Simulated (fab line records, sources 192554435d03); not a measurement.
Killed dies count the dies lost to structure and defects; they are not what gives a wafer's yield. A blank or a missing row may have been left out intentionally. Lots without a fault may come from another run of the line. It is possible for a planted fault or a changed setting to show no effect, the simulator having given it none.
Split-lot study -- flow n5_finfet -- 7 lots, 39 wafers read, on a route of 1938 steps

## THE SPLIT ITSELF
At N5_BEOL_M1_HM_DEP_02 (deposits TiN, target thk 20 nm), the setting target_thk_a was moved away from the recipe's 200 angstrom on 12 of the 39 wafers read, by -53.5% to +53.8%. The other wafers ran this setting at the recipe's value.

## FROM THE SPLIT TO THE READING: what the file shows between them, 4 steps
- N5_BEOL_M1_COAT_61: time 60 s, resist thk 60 nm
- N5_BEOL_M1_COAT_62: time 60 s, resist thk 12 nm
- N5_BEOL_M1_STRIP_75: strips in N2/H2
- N5_BEOL_M1_STRIP_66: strips in CF4

## THE READING
etch.depth_nm (the simulator's own value, which no gauge read), in nm, at N5_BEOL_M1_HM_OPEN_17 (chemistry Cl2/BCl3, target TiN, target depth 20 nm, overetch 6 nm). The file gives no usual value for it. Here, 27 wafers ran the recipe; their average is 19.884 nm with a standard deviation of 0.24 nm.

wafer,"tool, chamber at the split","target_thk_a as run, angstrom",against the recipe,"etch.depth_nm, nm",against lot-mates on the recipe
L077.1,"pvd_sputter-02, -",200,recipe,19.93,-
L077.2,"pvd_sputter-02, -",200,recipe,20.43,-
L077.3,"pvd_sputter-02, -",92.97,-53.5%,9.626,-10.614
L077.4,"pvd_sputter-02, -",92.97,-53.5%,9.574,-10.666
L077.5,"pvd_sputter-02, -",92.97,-53.5%,9.539,-10.701
L077.6,"pvd_sputter-02, -",200,recipe,20.36,-
L078.1,"pvd_sputter-01, -",200,recipe,19.76,-
L078.2,"pvd_sputter-01, -",200,recipe,19.94,-
L078.3,"pvd_sputter-01, -",200,recipe,20.06,-
L078.4,"pvd_sputter-01, -",200,recipe,20,-
L078.5,"pvd_sputter-01, -",200,recipe,19.88,-
L078.6,"pvd_sputter-01, -",200,recipe,20.14,-
L083.1,"pvd_sputter-02, -",200,recipe,20.09,-
L083.2,"pvd_sputter-02, -",141.9,-29.0%,14.48,-5.673
L083.4,"pvd_sputter-02, -",141.9,-29.0%,14.48,-5.673
L083.3,"pvd_sputter-02, -",141.9,-29.0%,14.4,-5.753
L083.5,"pvd_sputter-02, -",200,recipe,19.99,-
L083.6,"pvd_sputter-02, -",200,recipe,20.38,-
L084.1,"pvd_sputter-03, -",200,recipe,19.74,-
L084.2,"pvd_sputter-03, -",200,recipe,19.79,-
L084.3,"pvd_sputter-03, -",200,recipe,19.63,-
L084.4,"pvd_sputter-03, -",200,recipe,19.55,-
L084.5,"pvd_sputter-03, -",200,recipe,19.58,-
L084.6,"pvd_sputter-03, -",200,recipe,19.62,-
L085.1,"pvd_sputter-03, -",167.2,-16.4%,16.77,-3.030
L085.2,"pvd_sputter-03, -",200,recipe,19.73,-
L085.3,"pvd_sputter-03, -",167.2,-16.4%,16.68,-3.120
L085.4,"pvd_sputter-03, -",167.2,-16.4%,16.8,-3.000
L085.5,"pvd_sputter-03, -",200,recipe,19.85,-
L085.6,"pvd_sputter-03, -",200,recipe,19.82,-
L089.2,"pvd_sputter-02, -",200,recipe,19.98,-
L089.3,"pvd_sputter-02, -",200,recipe,19.54,-
L089.4,"pvd_sputter-02, -",200,recipe,19.87,-
L090.1,"pvd_sputter-03, -",200,recipe,19.75,-
L090.6,"pvd_sputter-03, -",200,recipe,19.75,-
L090.2,"pvd_sputter-03, -",200,recipe,19.72,-
L090.3,"pvd_sputter-03, -",307.5,+53.8%,26.33,+6.590
L090.4,"pvd_sputter-03, -",307.5,+53.8%,25.63,+5.890
L090.5,"pvd_sputter-03, -",307.5,+53.8%,26.37,+6.630

THE FIT
A straight line over all 39 wafers: etch.depth_nm changes by +0.157 nm for each +1% of target_thk_a; r = +0.98; the points scatter about the line by 0.8 nm.
The same after taking each lot's own level away (the mean of its wafers on the recipe; 39 wafers): +0.161 nm for each +1%; r = +0.98; scatter 0.82 nm.
According to that fit, moving target_thk_a by its largest amount changes the reading by 8.7 nm.
Measured against the standard deviation above, the lots' own levels, which go from 19.6517 to 20.2400 nm, span 2.5 times it.
Consequently the slope shifts little with the lot-to-lot level, the two slopes agreeing.
Check: for one of the wafers moved furthest among these (+53.8%), held out of the fit, the line's prediction against its lot-mates is +8.62 nm. Against them it came out at +6.59 nm.

## FURTHER SPLITS ON THESE WAFERS
These wafers also went through other splits before the reading. Each is held against what the fit with the lots' levels taken away leaves over:
other split on the same wafers,wafers away from the commonest value,r with etch.depth_nm (lot level and that fit taken away)
N5_FIN_SAQP_DEVELOP_15 develop_time_s,15,+0.01
N5_SD_EPI_N_DEVELOP_08 develop_time_s,15,+0.09
N5_MOL_CONTACT_COAG_ALD_131 ald_cycles,18,+0.13
N5_BEOL_M0_SAQP_PECVD_04 time_s,15,+0.07

## THE WHOLE CHAIN: every reading that the file lists as answering this split, in the file's order
step,what it does,reading,change (the file's fit),r (the file's)
N5_BEOL_M1_HM_DEP_02,"deposits TiN, target thk 20 nm","TiN_of_BEOL_M1_HM_DEP_02.thk_nm (the simulator's own value, which no gauge read)",+0.197 nm for each +1% of the setting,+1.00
N5_BEOL_M1_HM_OPEN_17,"chemistry Cl2/BCl3, target TiN, target depth 20 nm, overetch 6 nm","etch.depth_nm (the simulator's own value, which no gauge read)",+0.164 nm for each +1% of the setting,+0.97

## FILE'S OWN FIT
etch.depth_nm changes by +0.164 nm for each +1% of target_thk_a, r = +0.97.
